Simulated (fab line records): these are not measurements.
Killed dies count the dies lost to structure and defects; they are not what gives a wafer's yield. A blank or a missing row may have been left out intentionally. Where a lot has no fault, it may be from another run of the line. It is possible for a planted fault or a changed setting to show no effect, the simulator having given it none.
fab line records -- flow n5_finfet
record: lots: 7, wafers: 21
route steps=1938 shown BEOL_M3@938 BEOL_M5@1115 BEOL_M6@1233 BEOL_M7@1289 BEOL_M9@1407 BEOL_M10@1494
start_h: the number of hours between the record's first day and the start of the first shown wafer of the lot -- wait_h: how many hours have passed since the lot's step before this one -- " same as the row above -- L1.1+2: a row that stands for several wafers -- - value missing, or start not given -- * or withheld: withheld -- < > ~ a bound
route shown NAME@n: NAME is a module with steps in the file, n the number in the route of the first one -- usual: the fault-free wafers' mean and standard deviation -- same: alike in all rows -- chamber/n: place in a boat -- sites: readings site by site -- _std_site: the standard deviation of these -- _edge_site: outer sites' mean less inner sites' -- radius_mm: for every site, how far away it sits from the centre of the wafer -- mask NAME#n: copy n -- behind: the tool/chamber that last shaped the wafer -- hold: reason for holding the lot/hours on hold/outcome of the hold -- device: the transistor (n, p or np) that didn't switch -- end of line: the route-end tests of the same wafers -- where a step has no rows: the recipe by itself -- killed: count of dies lost to structure and defects at first sort (not the wafer's yield) -- map: dies across one wafer; x = killed, . = not, _ = none there
set.NAME: the setting as run; set.NAME@STEP: as run at that earlier step -- model.NAME: the simulator's own value behind a step, which no gauge read
lots whose settings were changed on purpose; a table a step, a row a wafer
== steps ==
step: N5_BEOL_M3_COAT_05
recipe: resist: CAR-EUV, spin_rpm: 1500, resist_thk_nm: 30
lot.wafer,tool,chamber,start_h,wait_h,set.spin_rpm,model.CAR-EUV_of_BEOL_M3_COAT_05.thk_nm
L074.4,litho_track-01,0,-,-,1564,29.2
L074.5,litho_track-01,0,-,-,1500,30
L074.6,litho_track-01,0,-,-,1500,29.8
L078.3,litho_track-04,0,-,-,1500,29.8
L078.4+6,litho_track-04,0,-,-,1500,30
L083.3,litho_track-04,0,-,-,1500,30
L083.4+5,litho_track-04,0,-,-,1556,29.4
L085.2+3+6,litho_track-03,0,-,-,1500,30.2
L088.1+2,litho_track-04,0,-,-,1500,30
L088.5,litho_track-04,0,-,-,1500,29.8
L092.4+5+6,litho_track-01,0,-,-,1500,30
L091.1+3+4,litho_track-03,0,-,-,1500,30
step: N5_BEOL_M3_EBR_07
recipe: solvent: PGMEA, ebr_width_mm: 1.5
step: N5_BEOL_M3_SOFTBAKE_06
recipe: temp_c: 110, time_s: 60, resist: CAR-EUV
step: N5_BEOL_M3_EXPOSE_08
recipe: mask_id: M3, na: 0.33, source_shape: dipole, sigma_inner: 0.369, sigma_outer: 0.767, polarization: unpolarized, dose_mj: 33
step: N5_BEOL_M3_PEB_09
recipe: peb_temp_c: 100, peb_time_s: 60, resist: CAR-EUV
step: N5_BEOL_M3_DEVELOP_10
recipe: develop_time_s: 30, developer: TMAH, resist: CAR-EUV, rinse_liquid: surfactant_rinse, dry: air_spin, dev_temp_c: 23
lot.wafer,tool,chamber,start_h,wait_h,set.spin_rpm@BEOL_M3_COAT_05,model.CAR-EUV_of_BEOL_M3_COAT_05.thk_nm
L074.4,litho_track-03,0,-,-,1564,28.8
L074.5,litho_track-03,0,-,-,1500,29.6
L074.6,litho_track-03,0,-,-,1500,29.4
L078.3,litho_track-03,0,-,-,1500,29.4
L078.4+6,litho_track-03,0,-,-,1500,29.6
L083.3,litho_track-01,0,-,-,1500,29.4
L083.4+5,litho_track-01,0,-,-,1556,29
L085.2,litho_track-04,0,-,-,1500,29.8
L085.3+6,litho_track-04,0,-,-,1500,29.6
L088.1+2,litho_track-04,0,-,-,1500,29.6
L088.5,litho_track-04,0,-,-,1500,29.4
L092.4+5+6,litho_track-01,0,-,-,1500,29.6
L091.1+3+4,litho_track-04,0,-,-,1500,29.6
step: N5_BEOL_M3_DESCUM_16
recipe: chemistry: O2, time_s: 7, source_power_w: 50, bias_power_w: 20, pressure_mtorr: 20, rf_frequency_hz: 2.712e+07, temp_c: 40, resist: CAR-EUV, o2_flow_sccm: 225
lot.wafer,tool,chamber,start_h,wait_h,set.spin_rpm@BEOL_M3_COAT_05,model.CAR-EUV_of_BEOL_M3_COAT_05.thk_nm
L074.4,rie_diel-02,1,187.39,0.3,1564,25.4
L074.5,rie_diel-02,2,187.39,0.3,1500,26.2
L074.6,rie_diel-02,1,187.39,0.3,1500,26
L078.3,rie_diel-02,2,198.62,0.0,1500,26
L078.4+6,rie_diel-02,"3,1",198.62,0.0,1500,26.2
L083.3,rie_diel-06,0,242.26,0.0,1500,26
L083.4,rie_diel-06,3,242.26,0.0,1556,25.4
L083.5,rie_diel-06,0,242.26,0.0,1556,25.6
L085.2+3+6,rie_diel-05,"2,1,0",259.67,0.0,1500,26.2
L088.1+2,rie_diel-02,"2,3",280.41,0.0,1500,26.2
L088.5,rie_diel-02,2,280.41,0.0,1500,26
L092.4+5+6,rie_diel-02,"1,2,1",295.01,0.0,1500,26.2
L091.1+3+4,rie_diel-02,"3,0,2",298.57,0.0,1500,26.2
step: N5_BEOL_M3_SPUTTER_48
recipe: material: Cu, target_thk_a: 45, temp_c: -20, chamber_pressure_pa: 0.07, power_w: withheld, time_s: 8.29
lot.wafer,tool,chamber,start_h,wait_h,set.time_s,model.Cu_of_BEOL_M3_SPUTTER_48.thk_nm
L074.4+5,pvd_sputter-01,-,215.67,0.1,8.29,4.6
L074.6,pvd_sputter-01,-,215.67,0.1,7.174,4
L078.3+4,pvd_sputter-03,-,236.74,0.1,8.29,4.6
L078.6,pvd_sputter-03,-,236.74,0.1,8.29,4.4
L083.3,pvd_sputter-03,-,260.64,0.1,9.342,-
L083.4,pvd_sputter-03,-,260.64,0.1,8.29,4.4
L083.5,pvd_sputter-03,-,260.64,0.1,9.342,5
L085.2+3+6,pvd_sputter-02,-,263.98,0.2,8.29,4.4
L088.1,pvd_sputter-03,-,302.48,1.0,8.29,4.6
L088.2,pvd_sputter-03,-,302.48,1.0,8.29,4.4
L088.5,pvd_sputter-03,-,302.48,1.0,7.505,4
L091.1+4,pvd_sputter-03,-,331.80,0.2,8.29,4.8
L091.3,pvd_sputter-03,-,331.80,0.2,8.29,4.6
L092.4,pvd_sputter-02,-,332.24,0.4,8.29,4.8
L092.5,pvd_sputter-02,-,332.24,0.4,7.955,4.4
L092.6,pvd_sputter-02,-,332.24,0.4,7.955,-
step: N5_BEOL_M3_SPUTTER_86
recipe: material: Cu, target_thk_a: 45, temp_c: -20, chamber_pressure_pa: 0.07, power_w: withheld, time_s: 8.29
lot.wafer,tool,chamber,start_h,wait_h,set.time_s,model.Cu_of_BEOL_M3_SPUTTER_86.thk_nm
L074.4+6,pvd_sputter-01,-,216.33,0.1,8.29,4.4
L074.5,pvd_sputter-01,-,216.33,0.1,9.199,-
L078.3+4,pvd_sputter-03,-,237.40,0.1,8.29,4.6
L078.6,pvd_sputter-03,-,237.40,0.1,8.29,4.4
L083.3,pvd_sputter-03,-,261.30,0.1,8.29,-
L083.4+5,pvd_sputter-03,-,261.30,0.1,8.29,4.6
L085.2+3,pvd_sputter-02,-,264.64,0.1,8.29,4.4
L085.6,pvd_sputter-02,-,264.64,0.1,7.399,4
L088.1,pvd_sputter-03,-,303.14,0.1,8.29,4.4
L088.2+5,pvd_sputter-03,-,303.14,0.1,7.279,4
L091.1,pvd_sputter-03,-,332.46,0.1,8.29,4.4
L091.3,pvd_sputter-03,-,332.46,0.1,9.445,-
L091.4,pvd_sputter-03,-,332.46,0.1,9.445,5.2
L092.4,pvd_sputter-02,-,332.90,0.1,7.497,-
L092.5,pvd_sputter-02,-,332.90,0.1,8.29,4.6
L092.6,pvd_sputter-02,-,332.90,0.1,8.29,-
step: N5_BEOL_M5_PECVD_70
recipe: material: SiO2, target_thk_a: 160, temp_c: 400, precursor: TEOS/O2, pressure_torr: 5.5, rf_w: 450, teos_flow_sccm: 53.8, gas: O2, flow_sccm: 3000, time_s: 18
lot.wafer,tool,chamber,start_h,wait_h,set.temp_c,model.SiO2_of_BEOL_M5_PECVD_70.thk_nm
L074.4,pecvd-01,0,239.06,0.1,387.7,17.8
L074.5,pecvd-01,1,239.06,0.1,400,16.4
L074.6,pecvd-01,2,239.06,0.1,400,15.6
L078.3,pecvd-04,2,282.35,0.1,400,15.8
L078.4,pecvd-04,0,282.35,0.1,400,16.2
L078.6,pecvd-04,1,282.35,0.1,400,15.6
L083.3,pecvd-03,1,315.51,0.0,400,16.2
L083.4,pecvd-03,1,315.51,0.0,400,16.4
L083.5,pecvd-03,0,315.51,0.0,400,16
L085.2,pecvd-04,2,319.06,0.0,413.1,14.6
L085.3,pecvd-04,0,319.06,0.0,400,16
L085.6,pecvd-04,2,319.06,0.0,413.1,14.8
L088.1+5,pecvd-03,"2,0",357.83,0.0,400,16
L088.2,pecvd-03,0,357.83,0.0,414.4,14.4
L091.1,pecvd-04,2,361.19,0.0,393.3,17
L091.3,pecvd-04,1,361.19,0.0,393.3,16.6
L091.4,pecvd-04,0,361.19,0.0,393.3,17.6
L092.4+6,pecvd-03,"2,1",362.77,0.1,400,16.4
L092.5,pecvd-03,0,362.77,0.1,400,16.2
step: N5_BEOL_M6_ETCH_66
recipe: chemistry: N2/H2, target: SOC, target_depth_a: 800, overetch_a: 160, mask_material: SiARC, temp_c: 40, time_s: 120, ion_energy_ev: 200, pressure_mtorr: 30, source_w: 840, bias_w: 150, n2_flow_sccm: 200, h2_flow_sccm: 200
usual: rf_vpp_V: 523.1/2.3
lot.wafer,tool,chamber,start_h,wait_h,set.bias_w,rf_vpp_V
L074.4,rie_diel-04,1,259.44,0.0,150,520.6
L074.5,rie_diel-04,0,259.44,0.0,150,521.6
L074.6,rie_diel-04,1,259.44,0.0,126,468.5
L078.3,rie_diel-03,0,298.83,0.0,150,522.4
L078.4,rie_diel-03,1,298.83,0.0,150,520.1
L078.6,rie_diel-03,0,298.83,0.0,150,522.8
L083.3,rie_diel-01,2,333.29,0.0,150,523.8
L083.4,rie_diel-01,1,333.29,0.0,134.2,491.9
L083.5,rie_diel-01,0,333.29,0.0,134.2,485.6
L085.2,rie_diel-01,3,337.34,0.0,150,522.5
L085.3,rie_diel-01,0,337.34,0.0,150,521.8
L085.6,rie_diel-01,3,337.34,0.0,133.9,486.4
L088.1,rie_diel-04,2,376.57,0.0,150,525.0
L088.2,rie_diel-04,3,376.57,0.0,173.4,577.8
L088.5,rie_diel-04,1,376.57,0.0,150,522.2
L091.1,rie_diel-01,0,380.26,0.0,150,519.8
L091.3,rie_diel-01,3,380.26,0.0,157.3,537.8
L091.4,rie_diel-01,2,380.26,0.0,150,523.0
L092.4,rie_diel-04,2,380.70,0.0,150,524.6
L092.5,rie_diel-04,0,380.70,0.0,150,522.0
L092.6,rie_diel-04,3,380.70,0.0,150,525.9
step: N5_BEOL_M7_COAT_71
recipe: resist: underlayer, temp_c: 205, time_s: 60, spin_rpm: 1500, resist_thk_nm: 5
lot.wafer,tool,chamber,start_h,wait_h,set.spin_rpm
L074.4+6,litho_track-05,0,-,-,1500
L074.5,litho_track-05,0,-,-,1381
L078.3+4+6,litho_track-02,0,-,-,1500
L083.3+4+5,litho_track-02,0,-,-,1500
L085.2,litho_track-02,0,-,-,1500
L085.3+6,litho_track-02,0,-,-,1579
L088.1+2,litho_track-02,0,-,-,1407
L088.5,litho_track-02,0,-,-,1500
L091.1+4,litho_track-02,0,-,-,1563
L091.3,litho_track-02,0,-,-,1500
L092.4+5+6,litho_track-04,0,-,-,1500
step: N5_BEOL_M7_DESCUM_33
recipe: chemistry: O2, time_s: 7, source_power_w: 50, bias_power_w: 20, pressure_mtorr: 20, rf_frequency_hz: 2.712e+07, temp_c: 40, resist: CAR-EUV, o2_flow_sccm: 225
lot.wafer,tool,chamber,start_h,wait_h,set.time_s,model.CAR-EUV_of_BEOL_M7_COAT_22.thk_nm
L074.4+6,rie_diel-06,"1,2",270.65,0.0,7,26
L074.5,rie_diel-06,1,270.65,0.0,7.798,25.8
L078.3+4+6,rie_diel-06,"0,0,1",306.94,0.0,7,26.2
L083.3,rie_diel-05,3,339.18,0.0,7,26.2
L083.4,rie_diel-05,0,339.18,0.0,5.589,26.8
L083.5,rie_diel-05,0,339.18,0.0,5.589,27
L085.2,rie_diel-06,3,353.55,0.1,7,26.2
L085.3,rie_diel-06,1,353.55,0.1,7,26
L085.6,rie_diel-06,2,353.55,0.1,8.458,25.4
L088.1,rie_diel-06,0,383.65,0.0,8.488,25.4
L088.2,rie_diel-06,2,383.65,0.0,8.488,25.2
L088.5,rie_diel-06,2,383.65,0.0,7,26
L091.1,rie_diel-02,3,388.97,0.6,7,26.2
L091.3+4,rie_diel-02,"0,2",388.97,0.6,7,26
L092.4,rie_diel-02,2,389.37,0.8,8.345,25.6
L092.5,rie_diel-02,3,389.37,0.8,7,26.2
L092.6,rie_diel-02,2,389.37,0.8,8.345,25.4
step: N5_BEOL_M7_ETCH_72
recipe: chemistry: N2/H2, target: underlayer, target_depth_a: 65, mask_material: CAR-EUV, time_s: 5.2, ion_energy_ev: 200, pressure_mtorr: 30, source_w: 840, bias_w: 150, n2_flow_sccm: 200, h2_flow_sccm: 200, ends: cleared
lot.wafer,tool,chamber,start_h,wait_h,set.spin_rpm@BEOL_M7_COAT_71,set.time_s@BEOL_M7_DESCUM_33,model.CAR-EUV_of_BEOL_M7_COAT_22.thk_nm,model.etch.depth_nm
L074.4,rie_diel-06,1,270.68,0.0,1500,7,20.2,5.001
L074.5,rie_diel-06,1,270.68,0.0,1381,7.798,19.8,5.223
L074.6,rie_diel-06,2,270.68,0.0,1500,7,20.4,5.013
L078.3,rie_diel-06,0,306.98,0.0,1500,7,20.4,5.023
L078.4,rie_diel-06,0,306.98,0.0,1500,7,20.4,5.003
L078.6,rie_diel-06,1,306.98,0.0,1500,7,20.4,5.002
L083.3,rie_diel-05,3,339.22,0.0,1500,7,20.4,5.01
L083.4,rie_diel-05,0,339.22,0.0,1500,5.589,21.2,5
L083.5,rie_diel-05,0,339.22,0.0,1500,5.589,21.2,5.036
L085.2,rie_diel-06,3,353.59,0.0,1500,7,20.4,5.021
L085.3,rie_diel-06,1,353.59,0.0,1579,7,20.6,4.891
L085.6,rie_diel-06,2,353.59,0.0,1579,8.458,19.8,4.891
L088.1,rie_diel-06,0,383.69,0.0,1407,8.488,19.6,5.155
L088.2,rie_diel-06,2,383.69,0.0,1407,8.488,19.4,5.14
L088.5,rie_diel-06,2,383.69,0.0,1500,7,20.4,4.988
L091.1,rie_diel-02,3,389.00,0.0,1563,7,20.6,4.911
L091.3,rie_diel-02,0,389.00,0.0,1500,7,20.4,5.015
L091.4,rie_diel-02,2,389.00,0.0,1563,7,20.4,4.929
L092.4,rie_diel-02,2,389.40,0.0,1500,8.345,19.8,5.012
L092.5,rie_diel-02,3,389.40,0.0,1500,7,20.4,5.008
L092.6,rie_diel-02,2,389.40,0.0,1500,8.345,19.8,5.007
step: N5_BEOL_M7_ETCH_65
recipe: chemistry: CF4, target: SiARC, target_depth_a: 156, mask_material: CAR-EUV, time_s: 26, ion_energy_ev: 80, pressure_mtorr: 40, source_w: 545, bias_w: 36, Ar_flow_sccm: 100, cf4_flow_sccm: 100, ends: cleared
lot.wafer,tool,chamber,start_h,wait_h,set.time_s@BEOL_M7_DESCUM_33,model.CAR-EUV_of_BEOL_M7_COAT_22.thk_nm
L074.4,rie_diel-06,1,270.70,0.0,7,11
L074.5,rie_diel-06,1,270.70,0.0,7.798,10.6
L074.6,rie_diel-06,2,270.70,0.0,7,11.2
L078.3,rie_diel-06,0,307.00,0.0,7,11.4
L078.4+6,rie_diel-06,"0,1",307.00,0.0,7,11.2
L083.3,rie_diel-05,3,339.23,0.0,7,11.2
L083.4+5,rie_diel-05,0,339.23,0.0,5.589,12
L085.2,rie_diel-06,3,353.60,0.0,7,11.2
L085.3,rie_diel-06,1,353.60,0.0,7,11.4
L085.6,rie_diel-06,2,353.60,0.0,8.458,10.6
L088.1+2,rie_diel-06,"0,2",383.70,0.0,8.488,10.2
L088.5,rie_diel-06,2,383.70,0.0,7,11.2
L091.1,rie_diel-02,3,389.02,0.0,7,11.4
L091.3+4,rie_diel-02,"0,2",389.02,0.0,7,11
L092.4+6,rie_diel-02,2,389.42,0.0,8.345,10.6
L092.5,rie_diel-02,3,389.42,0.0,7,11.2
step: N5_BEOL_M9_COAT_60
recipe: resist: SiARC, temp_c: 220, time_s: 60, spin_rpm: 1500, resist_thk_nm: 30
lot.wafer,tool,chamber,start_h,wait_h,set.spin_rpm,model.SiARC_of_BEOL_M9_COAT_60.thk_nm
L074.4+5,litho_track-05,0,-,-,1367,31.6
L074.6,litho_track-05,0,-,-,1500,30
L078.3+4+6,litho_track-05,0,-,-,1500,30
L083.3+5,litho_track-02,0,-,-,1578,29.2
L083.4,litho_track-02,0,-,-,1500,30
L085.2,litho_track-05,0,-,-,1500,30
L085.3,litho_track-05,0,-,-,1441,30.6
L085.6,litho_track-05,0,-,-,1500,29.8
L088.1,litho_track-02,0,-,-,1500,30
L088.2+5,litho_track-02,0,-,-,1500,30.2
L091.1+3+4,litho_track-02,0,-,-,1500,30.2
L092.4+5,litho_track-05,0,-,-,1569,29.4
L092.6,litho_track-05,0,-,-,1500,30.2
step: N5_BEOL_M9_COAT_05
recipe: resist: CAR-ArF, spin_rpm: 1500, resist_thk_nm: 90
lot.wafer,tool,chamber,start_h,wait_h,set.spin_rpm,model.CAR-ArF_of_BEOL_M9_COAT_05.thk_nm
L074.4,litho_track-05,0,-,-,1572,88.2
L074.5,litho_track-05,0,-,-,1572,88.4
L074.6,litho_track-05,0,-,-,1500,90.4
L078.3+6,litho_track-05,0,-,-,1500,90.2
L078.4,litho_track-05,0,-,-,1500,89.8
L083.3,litho_track-02,0,-,-,1619,87
L083.4,litho_track-02,0,-,-,1619,86.6
L083.5,litho_track-02,0,-,-,1500,90.2
L085.2+6,litho_track-05,0,-,-,1625,86.6
L085.3,litho_track-05,0,-,-,1500,90
L088.1,litho_track-02,0,-,-,1669,85.8
L088.2,litho_track-02,0,-,-,1500,90.6
L088.5,litho_track-02,0,-,-,1669,86
L091.1,litho_track-02,0,-,-,1390,93.6
L091.3+4,litho_track-02,0,-,-,1500,90.4
L092.4,litho_track-05,0,-,-,1626,87
L092.5,litho_track-05,0,-,-,1500,89.8
L092.6,litho_track-05,0,-,-,1626,86.8
step: N5_BEOL_M9_EBR_07
recipe: solvent: PGMEA, ebr_width_mm: 1.5
step: N5_BEOL_M9_SOFTBAKE_06
recipe: temp_c: 110, time_s: 60, resist: CAR-ArF
step: N5_BEOL_M9_EXPOSE_08
recipe: mask_id: M9, na: 1.35, source_shape: dipole, sigma_inner: 0.411, sigma_outer: 0.611, polarization: te, dose_mj: 53.75
step: N5_BEOL_M9_PEB_09
recipe: peb_temp_c: withheld, peb_time_s: 60, resist: CAR-ArF
step: N5_BEOL_M9_DEVELOP_10
recipe: develop_time_s: 30, developer: TMAH, resist: CAR-ArF, rinse_liquid: diw, dry: air_spin, dev_temp_c: 23
lot.wafer,tool,chamber,start_h,wait_h,set.spin_rpm@BEOL_M9_COAT_05,model.CAR-ArF_of_BEOL_M9_COAT_05.thk_nm
L074.4,litho_track-05,0,-,-,1572,86.4
L074.5,litho_track-05,0,-,-,1572,86.6
L074.6,litho_track-05,0,-,-,1500,88.8
L078.3+6,litho_track-01,0,-,-,1500,88.6
L078.4,litho_track-01,0,-,-,1500,88
L083.3,litho_track-05,0,-,-,1619,85.2
L083.4,litho_track-05,0,-,-,1619,84.8
L083.5,litho_track-05,0,-,-,1500,88.4
L085.2,litho_track-05,0,-,-,1625,85
L085.3,litho_track-05,0,-,-,1500,88.4
L085.6,litho_track-05,0,-,-,1625,84.8
L088.1,litho_track-05,0,-,-,1669,84
L088.2,litho_track-05,0,-,-,1500,88.8
L088.5,litho_track-05,0,-,-,1669,84.2
L091.1,litho_track-02,0,-,-,1390,92
L091.3+4,litho_track-02,0,-,-,1500,88.6
L092.4,litho_track-01,0,-,-,1626,85.2
L092.5,litho_track-01,0,-,-,1500,88.2
L092.6,litho_track-01,0,-,-,1626,85
step: N5_BEOL_M9_DESCUM_16
recipe: chemistry: O2, time_s: 7.9, source_power_w: 50, bias_power_w: 20, pressure_mtorr: 20, rf_frequency_hz: 2.712e+07, temp_c: 40, resist: CAR-ArF, o2_flow_sccm: 225
lot.wafer,tool,chamber,start_h,wait_h,set.spin_rpm@BEOL_M9_COAT_05,model.CAR-ArF_of_BEOL_M9_COAT_05.thk_nm
L074.4,rie_diel-06,2,284.33,0.0,1572,81.6
L074.5,rie_diel-06,0,284.33,0.0,1572,81.8
L074.6,rie_diel-06,1,284.33,0.0,1500,84
L078.3,rie_diel-02,3,321.85,0.3,1500,84
L078.4,rie_diel-02,3,321.85,0.3,1500,83.4
L078.6,rie_diel-02,0,321.85,0.3,1500,83.6
L083.3,rie_diel-02,2,369.39,0.0,1619,80.4
L083.4,rie_diel-02,3,369.39,0.0,1619,80.2
L083.5,rie_diel-02,0,369.39,0.0,1500,83.6
L085.2+6,rie_diel-06,0,381.78,0.0,1625,80.2
L085.3,rie_diel-06,1,381.78,0.0,1500,83.6
L088.1,rie_diel-05,0,396.32,0.0,1669,79.4
L088.2,rie_diel-05,3,396.32,0.0,1500,83.8
L088.5,rie_diel-05,0,396.32,0.0,1669,79.6
L091.1,rie_diel-06,3,404.87,0.0,1390,87
L091.3+4,rie_diel-06,1,404.87,0.0,1500,83.8
L092.4,rie_diel-06,1,406.92,0.0,1626,80.4
L092.5,rie_diel-06,3,406.92,0.0,1500,83.2
L092.6,rie_diel-06,2,406.92,0.0,1626,80.2
step: N5_BEOL_M9_ETCH_61
recipe: chemistry: CF4, target: SiARC, target_depth_a: 390, mask_material: CAR-ArF, time_s: 65, ion_energy_ev: 80, pressure_mtorr: 40, source_w: 545, bias_w: 36, Ar_flow_sccm: 100, cf4_flow_sccm: 100, ends: cleared
lot.wafer,tool,chamber,start_h,wait_h,set.spin_rpm@BEOL_M9_COAT_60,model.etch.depth_nm
L074.4,rie_diel-06,2,284.37,0.0,1367,31.55
L074.5,rie_diel-06,0,284.37,0.0,1367,31.54
L074.6,rie_diel-06,1,284.37,0.0,1500,30.08
L078.3+4,rie_diel-02,3,321.88,0.0,1500,30.05
L078.6,rie_diel-02,0,321.88,0.0,1500,30.06
L083.3,rie_diel-02,2,369.43,0.0,1578,29.3
L083.4,rie_diel-02,3,369.43,0.0,1500,29.99
L083.5,rie_diel-02,0,369.43,0.0,1578,29.26
L085.2,rie_diel-06,0,381.81,0.0,1500,29.97
L085.3,rie_diel-06,1,381.81,0.0,1441,30.61
L085.6,rie_diel-06,0,381.81,0.0,1500,29.88
L088.1,rie_diel-05,0,396.36,0.0,1500,30.1
L088.2,rie_diel-05,3,396.36,0.0,1500,30.19
L088.5,rie_diel-05,0,396.36,0.0,1500,30.11
L091.1,rie_diel-06,3,404.91,0.0,1500,30.18
L091.3,rie_diel-06,1,404.91,0.0,1500,30.16
L091.4,rie_diel-06,1,404.91,0.0,1500,30.2
L092.4,rie_diel-06,1,406.97,0.0,1569,29.38
L092.5,rie_diel-06,3,406.97,0.0,1569,29.42
L092.6,rie_diel-06,2,406.97,0.0,1500,30.13
step: N5_BEOL_M10_COAT_63
recipe: resist: SOC, temp_c: 250, time_s: 60, spin_rpm: 1500, resist_thk_nm: 100
lot.wafer,tool,chamber,start_h,wait_h,set.spin_rpm,model.SOC_of_BEOL_M10_COAT_63.thk_nm
L074.4,litho_track-03,0,295.97,1.6,1622,96.2
L074.5+6,litho_track-03,0,295.97,1.6,1500,100.4
L078.3,litho_track-03,0,332.76,2.4,1500,100.2
L078.4+6,litho_track-03,0,332.76,2.4,1500,100
L083.3,litho_track-03,0,380.35,1.6,1500,100.2
L083.4,litho_track-03,0,380.35,1.6,1500,100
L083.5,litho_track-03,0,380.35,1.6,1595,97
L085.2+6,litho_track-05,0,391.41,0.3,1500,99.6
L085.3,litho_track-05,0,391.41,0.3,1440,101.8
L088.1+5,litho_track-04,0,409.97,2.9,1500,100
L088.2,litho_track-04,0,409.97,2.9,1351,105.6
L091.1,litho_track-03,0,413.72,0.9,1647,95
L091.3+4,litho_track-03,0,413.72,0.9,1647,95.2
L092.4+5,litho_track-03,0,422.45,3.9,1558,97.4
L092.6,litho_track-03,0,422.45,3.9,1558,97.6
== key ==
split: step: N5_BEOL_M3_COAT_05, setting: spin_rpm, stated: 1500, by: wafer
response: step: N5_BEOL_M3_COAT_05, reading: model.CAR-EUV_of_BEOL_M3_COAT_05.thk_nm, change: -0.163, per: 1%, r: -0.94
response: step: N5_BEOL_M3_DEVELOP_10, reading: model.CAR-EUV_of_BEOL_M3_COAT_05.thk_nm, change: -0.139, per: 1%, r: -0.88
response: step: N5_BEOL_M3_DESCUM_16, reading: model.CAR-EUV_of_BEOL_M3_COAT_05.thk_nm, change: -0.151, per: 1%, r: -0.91
split: step: N5_BEOL_M3_SPUTTER_48, setting: time_s, stated: 8.29, by: wafer
response: step: N5_BEOL_M3_SPUTTER_48, reading: model.Cu_of_BEOL_M3_SPUTTER_48.thk_nm, change: +0.0489, per: 1%, r: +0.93
split: step: N5_BEOL_M3_SPUTTER_86, setting: time_s, stated: 8.29, by: wafer
response: step: N5_BEOL_M3_SPUTTER_86, reading: model.Cu_of_BEOL_M3_SPUTTER_86.thk_nm, change: +0.0428, per: 1%, r: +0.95
split: step: N5_BEOL_M5_PECVD_70, setting: temp_c, stated: 400, by: wafer
response: step: N5_BEOL_M5_PECVD_70, reading: model.SiO2_of_BEOL_M5_PECVD_70.thk_nm, change: -0.469, per: 1%, r: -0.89
split: step: N5_BEOL_M6_ETCH_66, setting: bias_w, stated: 150, by: wafer
response: step: N5_BEOL_M6_ETCH_66, reading: rf_vpp_V, change: +3.36, per: 1%, r: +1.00
split: step: N5_BEOL_M7_COAT_71, setting: spin_rpm, stated: 1500, by: wafer
response: step: N5_BEOL_M7_ETCH_72, reading: model.etch.depth_nm, change: -0.0258, per: 1%, r: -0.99
split: step: N5_BEOL_M7_DESCUM_33, setting: time_s, stated: 7, by: wafer
response: step: N5_BEOL_M7_DESCUM_33, reading: model.CAR-EUV_of_BEOL_M7_COAT_22.thk_nm, change: -0.0331, per: 1%, r: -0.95
response: step: N5_BEOL_M7_ETCH_72, reading: model.CAR-EUV_of_BEOL_M7_COAT_22.thk_nm, change: -0.0374, per: 1%, r: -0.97
response: step: N5_BEOL_M7_ETCH_65, reading: model.CAR-EUV_of_BEOL_M7_COAT_22.thk_nm, change: -0.0386, per: 1%, r: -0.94
split: step: N5_BEOL_M9_COAT_60, setting: spin_rpm, stated: 1500, by: wafer
response: step: N5_BEOL_M9_COAT_60, reading: model.SiARC_of_BEOL_M9_COAT_60.thk_nm, change: -0.174, per: 1%, r: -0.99
response: step: N5_BEOL_M9_ETCH_61, reading: model.etch.depth_nm, change: -0.16, per: 1%, r: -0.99
split: step: N5_BEOL_M9_COAT_05, setting: spin_rpm, stated: 1500, by: wafer
response: step: N5_BEOL_M9_COAT_05, reading: model.CAR-ArF_of_BEOL_M9_COAT_05.thk_nm, change: -0.409, per: 1%, r: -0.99
response: step: N5_BEOL_M9_DEVELOP_10, reading: model.CAR-ArF_of_BEOL_M9_COAT_05.thk_nm, change: -0.421, per: 1%, r: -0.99
response: step: N5_BEOL_M9_DESCUM_16, reading: model.CAR-ArF_of_BEOL_M9_COAT_05.thk_nm, change: -0.398, per: 1%, r: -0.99
split: step: N5_BEOL_M10_COAT_63, setting: spin_rpm, stated: 1500, by: wafer
response: step: N5_BEOL_M10_COAT_63, reading: model.SOC_of_BEOL_M10_COAT_63.thk_nm, change: -0.535, per: 1%, r: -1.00
